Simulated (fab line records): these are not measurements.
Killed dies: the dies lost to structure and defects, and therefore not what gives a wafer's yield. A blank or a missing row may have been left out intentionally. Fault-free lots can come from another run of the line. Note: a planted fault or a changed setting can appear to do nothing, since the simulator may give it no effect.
fab line records + flow nand-harc
record:
- lots: 5
- wafers: 15
- last-day: 33
route steps=1302 shown P_ZERO_WELL@29
lots with no fault: from the same line, run without faults
start-h: start of the lot's first displayed wafer, in hours after the record's first day + wait-h: time in hours since the lot's previous step + " unchanged from the row above + L1.1+2: a row that stands for several wafers + - no value present, or no start provided + * or withheld: withheld + < > ~ a bound
route shown NAME@n: NAME is a module with steps in the file, n the number in the route of the first one + usual: mean/standard deviation of fault-free wafers + same: alike in all rows + chamber/n: place in a boat + sites: readings site by site + _std_site: how widely they spread, as a standard deviation + _edge_site: mean of outer sites minus mean of inner sites + radius-mm: for every site, how far away it sits from the centre of the wafer + mask NAME#n: copy n + behind: tool/chamber where the wafer was last shaped + hold: why the lot went on hold/how many hours it stayed there/how the hold came to an end + device: names the non-switching transistor (n, p or np) + end of line: tests run on the same wafers once the route is complete + for a step that has no rows: nothing shown but its recipe + killed: count of dies lost to structure and defects at first sort (not the wafer's yield) + map: dies across one wafer; x = killed, . = not, _ = none there
set.NAME: the setting the step ran with; set.NAME@STEP: the setting that earlier step ran with + model.NAME: the simulator's own value behind a step, which no gauge read
certain route steps with their lots: each step a table, each wafer a row
services: a tool's chamber out of use, with start hour (start-h, from the record's first day; less than 0 if before it), hours out, and reason
== steps ==
step: NHARC_P_ZERO_WELL_CD_MEAS_24
recipe:
- target-cd-nm: 720
- landing-energy-ev: 500
usual:
- cd-nm: 719.7/1.7
| lot.wafer | tool      | chamber | start-h | wait-h | cd-nm |
|-----------|-----------|---------|---------|--------|-------|
| L426.3    | cd-sem-02 | 0       | 92.33   | -      | 719.4 |
| L426.4    | "         | 0       | "       | "      | 723.4 |
| L426.6    | "         | 0       | "       | "      | 719.6 |
| L432.1    | cd-sem-02 | 0       | 152.80  | -      | 718.8 |
| L432.3    | "         | 0       | "       | "      | 719.0 |
| L432.6    | "         | 0       | "       | "      | 721.4 |
| L433.1    | cd-sem-01 | 0       | 162.51  | -      | 720.5 |
| L433.2    | "         | 0       | "       | "      | 720.1 |
| L433.6    | "         | 0       | "       | "      | 718.2 |
| L441.2    | cd-sem-03 | 0       | 242.47  | -      | 721.0 |
| L441.3    | "         | 0       | "       | "      | 723.3 |
| L441.4    | "         | 0       | "       | "      | 720.8 |
| L442.1    | cd-sem-01 | 0       | 252.83  | -      | 716.3 |
| L442.2    | "         | 0       | "       | "      | 719.1 |
| L442.5    | "         | 0       | "       | "      | 718.8 |
step: NHARC_P_ZERO_WELL_HARDBAKE_25
recipe:
- temp-c: 125
- time-s: 80
step: NHARC_P_ZERO_WELL_DESCUM_26
recipe:
- time-s: 3
- o2-flow-sccm: 200
- ar-flow-sccm: 0
- bias-power-w: 0
- chemistry: O2
usual:
- drypump-motor-current-A: 5.9/0.48
- oes-product-au: 0.998/0.0097
- rf-vpp-V: 57.6/0.98
- showerhead-plenum-p-Torr: 1.88/0.11
- throttle-valve-pct: 11.310/0.0091
| lot.wafer | tool        | chamber | start-h | wait-h | drypump-motor-current-A | oes-product-au | rf-hours-counter-h | rf-vpp-V | showerhead-plenum-p-Torr | throttle-valve-pct |
|-----------|-------------|---------|---------|--------|-------------------------|----------------|--------------------|----------|--------------------------|--------------------|
| L426.4    | rie-diel-03 | 2       | 92.51   | -      | 6.1                     | 1.015          | 48                 | 56.2     | 1.77                     | 11.296             |
| L426.3    | "           | 3       | "       | "      | 6.6                     | 1.020          | 53                 | 57.1     | 1.79                     | 11.314             |
| L426.6    | "           | 0       | "       | "      | 5.7                     | 0.985          | -                  | 59.1     | 1.81                     | 11.292             |
| L432.1    | rie-diel-07 | 1       | 152.99  | -      | 5.8                     | 1.005          | 11                 | 57.4     | 1.77                     | 11.296             |
| L432.3    | "           | 2       | "       | "      | 5.7                     | 0.986          | 11                 | 57.1     | 1.81                     | 11.306             |
| L432.6    | "           | 2       | "       | "      | 5.7                     | 0.990          | -                  | 57.0     | 1.81                     | 11.313             |
| L433.1    | rie-diel-07 | 3       | 162.68  | -      | 6.1                     | 0.993          | 13                 | 57.5     | 2.00                     | 11.318             |
| L433.2    | "           | 2       | "       | "      | 5.7                     | 0.986          | 13                 | 57.0     | 1.81                     | 11.314             |
| L433.6    | "           | 3       | "       | "      | 6.1                     | 0.984          | -                  | 58.3     | 2.00                     | 11.306             |
| L441.3    | rie-diel-05 | 1       | 242.64  | -      | 5.5                     | 1.006          | 2                  | 58.7     | 1.84                     | 11.310             |
| L441.2    | "           | 2       | "       | "      | 6.2                     | 0.998          | 2                  | 59.0     | 2.08                     | 11.325             |
| L441.4    | "           | 1       | "       | "      | 5.5                     | 1.003          | -                  | 57.6     | 1.84                     | 11.322             |
| L442.1    | rie-diel-03 | 1       | 252.98  | -      | 6.1                     | 1.003          | 45                 | 57.4     | 1.79                     | 11.294             |
| L442.2    | "           | 3       | "       | "      | 6.6                     | 1.006          | 49                 | 56.4     | 1.77                     | 11.301             |
| L442.5    | "           | 3       | "       | "      | 6.7                     | 1.013          | -                  | 58.2     | 1.77                     | 11.305             |
step: NHARC_P_ZERO_WELL_IMPLANT_27
recipe:
- energy-kev: 600
- dose-cm2: 1e+13
- tilt-deg: 7
step: NHARC_P_ZERO_WELL_IMPLANT_57
recipe:
- energy-kev: 250
- dose-cm2: 4e+12
- tilt-deg: 7
step: NHARC_P_ZERO_WELL_IMPLANT_58
recipe:
- energy-kev: 100
- dose-cm2: 2e+12
- tilt-deg: 7
step: NHARC_P_ZERO_WELL_STRIP_28
recipe:
- time-s: 840
- temp-c: 130
- chemistry: SPM
step: NHARC_P_ZERO_WELL_DEHYDRATE_29
recipe:
- temp-c: 150
- time-s: 120
step: NHARC_P_ZERO_WELL_HMDS_30
recipe:
- time-s: 30
step: NHARC_P_ZERO_WELL_COAT_31
recipe:
- spin-rpm: withheld
step: NHARC_P_ZERO_WELL_SOFTBAKE_32
recipe:
- temp-c: 122
- time-s: 95
step: NHARC_P_ZERO_WELL_EBR_33
step: NHARC_P_ZERO_WELL_EXPOSE_34
recipe:
- na: 0.6
- target-cd-nm: 720
- dose-mj: 22.31
- mask-id: P_PWELL
usual:
- stage-vel-mm-s: 500.03/0.28
| lot.wafer | tool           | chamber | start-h | wait-h | mask      | stage-vel-mm-s |
|-----------|----------------|---------|---------|--------|-----------|----------------|
| L426.3    | krf-scanner-01 | 0       | 93.68   | -      | P_PWELL#0 | 500.55         |
| L426.4    | "              | 0       | "       | "      | P_PWELL#0 | 500.10         |
| L426.6    | "              | 0       | "       | "      | P_PWELL#0 | 500.04         |
| L432.1    | krf-scanner-02 | 0       | 154.90  | -      | P_NWELL#0 | 499.66         |
| L432.3    | "              | 0       | "       | "      | P_NWELL#0 | 499.46         |
| L432.6    | "              | 0       | "       | "      | P_NWELL#0 | 499.74         |
| L433.1    | krf-scanner-01 | 0       | 163.99  | -      | P_PWELL#0 | 500.22         |
| L433.2    | "              | 0       | "       | "      | P_PWELL#0 | 499.88         |
| L433.6    | "              | 0       | "       | "      | P_PWELL#0 | 499.75         |
| L441.2    | krf-scanner-02 | 0       | 244.01  | -      | P_PWELL#0 | 500.16         |
| L441.3    | "              | 0       | "       | "      | P_PWELL#0 | 499.99         |
| L441.4    | "              | 0       | "       | "      | P_PWELL#0 | 499.98         |
| L442.1    | krf-scanner-02 | 0       | 254.21  | -      | P_PWELL#0 | 499.86         |
| L442.2    | "              | 0       | "       | "      | P_PWELL#0 | 500.20         |
| L442.5    | "              | 0       | "       | "      | P_PWELL#0 | 500.51         |
step: NHARC_P_ZERO_WELL_PEB_35
recipe:
- peb-temp-c: 118
- peb-time-s: 85
step: NHARC_P_ZERO_WELL_DEVELOP_36
recipe:
- time-s: 70
step: NHARC_P_ZERO_WELL_CD_MEAS_37
recipe:
- target-cd-nm: 720
- landing-energy-ev: 500
usual:
- cd-nm: 720.0/1.7
| lot.wafer | tool      | chamber | start-h | wait-h | cd-nm |
|-----------|-----------|---------|---------|--------|-------|
| L426.3    | cd-sem-01 | 0       | 93.83   | -      | 722.1 |
| L426.4    | "         | 0       | "       | "      | 721.0 |
| L426.6    | "         | 0       | "       | "      | 720.3 |
| L432.1    | cd-sem-01 | 0       | 155.06  | -      | -     |
| L432.3    | "         | 0       | "       | "      | -     |
| L432.6    | "         | 0       | "       | "      | -     |
| L433.1    | cd-sem-02 | 0       | 164.15  | -      | 719.2 |
| L433.2    | "         | 0       | "       | "      | 721.8 |
| L433.6    | "         | 0       | "       | "      | 721.6 |
| L441.2    | cd-sem-03 | 0       | 244.16  | -      | 719.3 |
| L441.3    | "         | 0       | "       | "      | 720.6 |
| L441.4    | "         | 0       | "       | "      | 723.7 |
| L442.1    | cd-sem-02 | 0       | 254.36  | -      | 719.9 |
| L442.2    | "         | 0       | "       | "      | 719.9 |
| L442.5    | "         | 0       | "       | "      | 721.5 |
step: NHARC_P_ZERO_WELL_HARDBAKE_38
recipe:
- temp-c: 125
- time-s: 80
== services ==
| tool           | chamber | start-h | hours | kind        |
|----------------|---------|---------|-------|-------------|
| rie-diel-07    | 1       | 69.55   | 7.0   | repair      |
| rie-diel-07    | 0       | 71.80   | -     | clean       |
| rie-diel-07    | 2       | 71.80   | -     | clean       |
| rie-diel-07    | 3       | 71.80   | -     | clean       |
| rie-diel-03    | 0       | 81.32   | 4.6   | repair      |
| rie-diel-03    | 0       | 86.67   | -     | clean       |
| rie-diel-03    | 1       | 86.67   | -     | clean       |
| rie-diel-03    | 2       | 86.67   | -     | clean       |
| krf-scanner-02 | -       | 94.00   | 4.0   | pm          |
| rie-diel-07    | 0       | 103.64  | 51.8  | repair      |
| rie-diel-03    | -       | 104.30  | 9.0   | pm          |
| rie-diel-05    | 3       | 110.30  | 36.0  | repair      |
| krf-scanner-02 | -       | 111.37  | 2.0   | repair      |
| rie-diel-07    | -       | 117.20  | 9.0   | pm          |
| rie-diel-03    | 0       | 139.65  | 14.3  | repair      |
| rie-diel-03    | 2       | 176.28  | 13.0  | repair      |
| krf-scanner-01 | -       | 183.40  | 4.0   | pm          |
| krf-scanner-02 | 0       | 199.02  | -     | calibration |
| rie-diel-05    | 1       | 204.70  | 8.6   | repair      |
| krf-scanner-02 | -       | 208.31  | 0.4   | repair      |
| rie-diel-03    | 3       | 215.64  | 8.2   | repair      |
| rie-diel-05    | -       | 229.75  | 9.0   | pm          |
| rie-diel-03    | 0       | 230.86  | 22.7  | repair      |
| rie-diel-03    | 2       | 231.52  | 3.4   | repair      |
== key ==
first-sign:
- step: NHARC_P_ZERO_WELL_EXPOSE_34
- reading: mask
- direction: changed
effect:
- step: NHARC_P_ZERO_WELL_CD_MEAS_37
- reading: cd-nm
- direction: missing
met-at NHARC_P_ZERO_WELL_EXPOSE_34
struck-wafers L432.1,L432.3,L432.6
later-rows-left-out L432.1,L432.3,L432.6
sort-left-out L432.1,L432.3,L432.6
tester-left-out L432
fault:
- kind: wrong-mask
- tool: any
- chamber: -
- onset-h: 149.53
- steps: NHARC_P_ZERO_WELL_EXPOSE_34
- aux-copy: P_NWELL#0
- scope: struck-lots-only
tester-left-out: of these lots the tester's yield and bins aren't shown, on N5 and GAA mostly nor the transistor test; their killed dies are dies lost to structure and defects alone, not to doping, threshold or leakage, so they don't give the yield
sort-left-out: the simulated sort isn't trusted on such a fault, so these wafers' sort isn't shown, and their yield isn't known
later-rows-left-out: the simulator's readings of these wafers behind a module that went badly wrong aren't trusted and aren't shown, but for the sort
